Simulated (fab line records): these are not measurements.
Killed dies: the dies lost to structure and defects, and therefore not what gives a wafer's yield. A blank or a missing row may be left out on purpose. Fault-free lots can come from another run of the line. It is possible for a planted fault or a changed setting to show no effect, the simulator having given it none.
Lot-split experiment    flow n5-finfet    7 lots, 39 wafers read, on a route of 1938 steps

## SPLIT DETAILS
At N5_DUMMY_GATE_ETCH_37 (etches SOC in N2/H2, target depth 60 nm, overetch 30 nm), the setting source-w was moved away from the recipe's 840 W on 15 of the 39 wafers read, by -17.1% to +11.3%. This setting was run at the recipe's value on the other wafers.

The split's own step is where the reading is taken.

## THE READING
rf-vpp-V, in V, at N5_DUMMY_GATE_ETCH_37 (etches SOC in N2/H2, target depth 60 nm, overetch 30 nm). A value of 522.9 V with a standard deviation of 2.8 V is what fault-free wafers of this fab line usually give.

wafer   tool, chamber at the split  source-w as run, W  against the recipe  rf-vpp-V, V  against lot-mates on the recipe
L078.1  rie-diel-06, 3              840                 recipe              521.8        -
L078.2  rie-diel-06, 1              840                 recipe              519.2        -
L078.3  rie-diel-06, 2              696.5               -17.1%              560.1        +38.4
L078.4  rie-diel-06, 0              840                 recipe              524.2        -
L078.5  rie-diel-06, 3              696.5               -17.1%              553.9        +32.2
L078.6  rie-diel-06, 0              696.5               -17.1%              557.2        +35.5
L079.1  rie-diel-01, 3              840                 recipe              522.1        -
L079.2  rie-diel-01, 1              935.3               +11.3%              505.0        -17.8
L079.3  rie-diel-01, 2              935.3               +11.3%              506.3        -16.5
L079.4  rie-diel-01, 0              840                 recipe              523.2        -
L079.5  rie-diel-01, 0              935.3               +11.3%              505.5        -17.3
L079.6  rie-diel-01, 1              840                 recipe              523.0        -
L080.1  rie-diel-01, 3              728.4               -13.3%              548.9        +25.7
L080.2  rie-diel-01, 0              728.4               -13.3%              548.1        +24.9
L080.3  rie-diel-01, 2              728.4               -13.3%              551.2        +28.0
L080.4  rie-diel-01, 1              840                 recipe              523.8        -
L080.5  rie-diel-01, 0              840                 recipe              523.0        -
L080.6  rie-diel-01, 3              840                 recipe              522.7        -
L083.1  rie-diel-02, 1              840                 recipe              527.8        -
L083.2  rie-diel-02, 2              840                 recipe              518.4        -
L083.3  rie-diel-02, 0              840                 recipe              520.5        -
L083.4  rie-diel-02, 1              840                 recipe              527.6        -
L083.5  rie-diel-02, 2              840                 recipe              520.4        -
L083.6  rie-diel-02, 0              840                 recipe              520.1        -
L086.2  rie-diel-02, 0              840                 recipe              519.1        -
L086.3  rie-diel-02, 3              840                 recipe              521.1        -
L086.5  rie-diel-02, 0              840                 recipe              520.4        -
L088.1  rie-diel-01, 3              840                 recipe              522.6        -
L088.2  rie-diel-01, 2              840                 recipe              523.9        -
L088.3  rie-diel-01, 0              777.7               -7.4%               537.1        +13.6
L088.4  rie-diel-01, 1              777.7               -7.4%               538.1        +14.6
L088.5  rie-diel-01, 1              840                 recipe              524.0        -
L088.6  rie-diel-01, 2              777.7               -7.4%               537.7        +14.2
L096.1  rie-diel-01, 2              737.7               -12.2%              547.5        +24.8
L096.2  rie-diel-01, 3              840                 recipe              522.7        -
L096.3  rie-diel-01, 1              840                 recipe              522.1        -
L096.4  rie-diel-01, 0              737.7               -12.2%              546.1        +23.4
L096.5  rie-diel-01, 1              840                 recipe              523.4        -
L096.6  rie-diel-01, 2              737.7               -12.2%              548.2        +25.5

FIT RESULTS
A straight line over all 39 wafers: rf-vpp-V changes by -1.9 V for each +1% of source-w; r = -0.99; the points scatter about the line by 2.5 V.
The same after taking each lot's own level away (the mean of its wafers on the recipe; 39 wafers): -1.9 V for each +1%; r = -0.99; scatter 2.3 V.
The reading moves by 32 V for the largest change in source-w, on that fit.
Measured against the standard deviation above, the lots' own levels, which go from 520.20 to 523.50 V, span 1.2 times it.
So the lot-to-lot level changes the slope little: the two slopes agree.
Check: for one of the wafers moved furthest among these (-17.1%), held out of the fit, the line's prediction against its lot-mates is +32.5 V. It came out at +38.4 V against them.
Tool readings at the split's step, against how far the setting was moved: rf-vpp-V r = -0.99.

## THESE WAFERS: OTHER SPLITS
Other splits were also applied to these wafers ahead of the reading. Each is held against what the fit with the lots' levels taken away leaves over:
other split on the same wafers  wafers away from the commonest value  r with rf-vpp-V (lot level and that fit taken away)
N5_DUMMY_GATE_HM_DEP_06 time-s  30                                    -0.20

## THE WHOLE CHAIN: every reading that the file lists as answering this split, in the file's order
step                   what it does                                             reading                                                                              change (the file's fit)                 r (the file's)
N5_DUMMY_GATE_ETCH_37  etches SOC in N2/H2, target depth 60 nm, overetch 30 nm  rf-vpp-V                                                                             -1.94 V for each +1% of the setting     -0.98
N5_DUMMY_GATE_ETCH_37  etches SOC in N2/H2, target depth 60 nm, overetch 30 nm  SiARC_of_DUMMY_GATE_COAT_35.thk-nm (the simulator's own value, which no gauge read)  -0.0319 nm for each +1% of the setting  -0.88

## FILE'S OWN FIT
rf-vpp-V changes by -1.94 V for each +1% of source-w, r = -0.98.
